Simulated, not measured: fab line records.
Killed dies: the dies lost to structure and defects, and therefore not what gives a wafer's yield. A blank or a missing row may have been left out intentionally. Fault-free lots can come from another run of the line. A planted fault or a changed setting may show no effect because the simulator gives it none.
2 desks, one fault / flow n5Finfet / each desk has only its own numbers; what lay behind them comes last

## METROLOGY DESK
What the gauges read for every lot (on any tool): the sampled wafers with a number, averaged. Any lot whose mean is over 4 standard deviations away from the usual mean is out of limits and marked OUT; that distance is given in the brackets.
Columns: A = cdNm at N5_BEOL_M15_CD_MEAS_28, usual 408.5 nm
lot=L624; first seen here=day 12 04:36; A=409.5
lot=L625; first seen here=day 12 22:38; A=405.4
lot=L629; first seen here=day 13 05:57; A=408.4
lot=L627; first seen here=day 13 06:32; A=406.1
lot=L631; first seen here=day 13 19:19; A=410.5
lot=L635; first seen here=day 15 21:42; A=410.1
lot=L640; first seen here=day 16 14:20; A=411.0
lot=L641; first seen here=day 16 19:51; A=409.7
lot=L639; first seen here=day 17 04:05; A=407.6
lot=L646; first seen here=day 18 01:37; A=411.2
lot=L645; first seen here=day 18 02:57; A=408.9
lot=L647; first seen here=day 18 20:51; A=408.1
Result from this desk: across the 12 lots, nothing is out of limits.

## TOOL OWNER'S DESK, cmp-03
The tool's own readings at N5_GATE_CUT_CMP_43 (polishes SiO2): means of the sampled wafers that have a number, for each lot that ran on this tool. Any lot whose mean is over 4 standard deviations away from the usual mean is out of limits and marked OUT; that distance is given in the brackets.
Columns: A = motorCurrentA at N5_GATE_CUT_CMP_43, usual 11.9 A
lot=L629; first seen here=day 5 21:20; A=12.2
lot=L631; first seen here=day 6 07:06; A=11.4
lot=L635; first seen here=day 7 15:21; A=12.2
lot=L645; first seen here=day 9 22:35; A=12.0
lot=L646; first seen here=day 10 02:43; A=12.3
lot=L647; first seen here=day 10 08:59; A=11.4
Result from this desk: across the 6 lots, nothing is out of limits.

## TAKEN TOGETHER
From the metrology desk's view, nothing was out of limits.
Nothing out of limits was seen by the tool owner's desk.

## WHAT THE SIMULATOR HAD INSERTED
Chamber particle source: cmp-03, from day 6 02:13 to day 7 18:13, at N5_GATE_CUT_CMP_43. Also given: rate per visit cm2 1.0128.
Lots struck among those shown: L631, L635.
